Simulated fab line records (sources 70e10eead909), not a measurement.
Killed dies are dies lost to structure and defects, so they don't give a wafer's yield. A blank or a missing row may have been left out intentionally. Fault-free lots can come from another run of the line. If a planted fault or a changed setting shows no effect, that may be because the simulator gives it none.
A struck lot beside a sound one	flow nand harc	12 out of 1302 route steps
Sound: these wafers, L773.1, L773.5, L773.6. Struck: wafers L781.2, L781.5, L781.6. The cause is named last.
At each step with rows: each side's tool, then ch and its chambers, then its first start. Under that, the readings that differ: sound wafers	struck wafers	difference of the means	sigmas: that difference in standard deviations of wafers without a fault.
alike: readings whose means differ by less than 2 such deviations, and words and numbers that are the same on both sides. not compared: withheld readings, readings that some wafer has no value for, bounds like >300 that may hide the same value, and numbers for which the record gives no deviation and whose values overlap.
A row with sigmas, a row that says differs or no value, or rows on one side alone: a step with any of these is where the two part. Numbers that don't overlap but have no deviation are shown without sigmas and don't part them. A reading missing from all wafers of one side parts the sides only when that side holds two or more wafers.

NHARC_A_ZERO_WELL_INSPECT_17:
  sound: defect inspect-02 at day 10 22:22; struck: defect inspect-01 at day 13 21:53
  alike: raw defect count
then, 3 steps without rows for these wafers: NHARC_A_SOURCE_PLATE_PRECLEAN_00 (cleans in HF-LAST, time 60 s); NHARC_A_SOURCE_PLATE_SRD_01; NHARC_A_SOURCE_PLATE_OXIDE_02 (material SiO2, target thk 10 nm, ox time 1362 s).
NHARC_A_SOURCE_PLATE_THK_MEAS_09: measures by ellipsometry.
  sound: film metro-02 at day 11 07:57; struck: film metro-02 at day 14 04:02
  alike: thk nm
then, 3 steps without rows for these wafers: NHARC_A_SOURCE_PLATE_PVD_04 (deposits WSi2, target thk 50 nm); NHARC_A_SOURCE_PLATE_CVD_03 (deposits poly-Si, target thk 200 nm, time 4000 s); NHARC_A_SOURCE_PLATE_ANNEAL_05 (time 1800 s).
NHARC_A_SOURCE_PLATE_THK_MEAS_06: measures by ellipsometry.
  sound: film metro-02 at day 11 21:04; struck: film metro-02 at day 14 16:53
  alike: thk nm
NHARC_A_SOURCE_PLATE_INSPECT_08:
  sound: defect inspect-01 at day 11 21:08; struck: defect inspect-02 at day 14 16:56
  alike: raw defect count
NHARC_A_ONON_D1_DEP_00: target thk 1000 nm.
  struck on pecvd onon-01, day 14 17:04; sound on pecvd onon-02 ch 0, day 11 21:13
  no value came back on the struck wafers for n2 flow sccm (sccm), n2o flow sccm (sccm); on the sound wafers n2 flow sccm (sccm) reads 2740 2759 2754
then, 1 step without rows for these wafers: NHARC_END_SORT_01.

== WHERE THEY PART ==
Within this record, at NHARC_A_ONON_D1_DEP_00 only.

WHY: the cause the simulator had injected
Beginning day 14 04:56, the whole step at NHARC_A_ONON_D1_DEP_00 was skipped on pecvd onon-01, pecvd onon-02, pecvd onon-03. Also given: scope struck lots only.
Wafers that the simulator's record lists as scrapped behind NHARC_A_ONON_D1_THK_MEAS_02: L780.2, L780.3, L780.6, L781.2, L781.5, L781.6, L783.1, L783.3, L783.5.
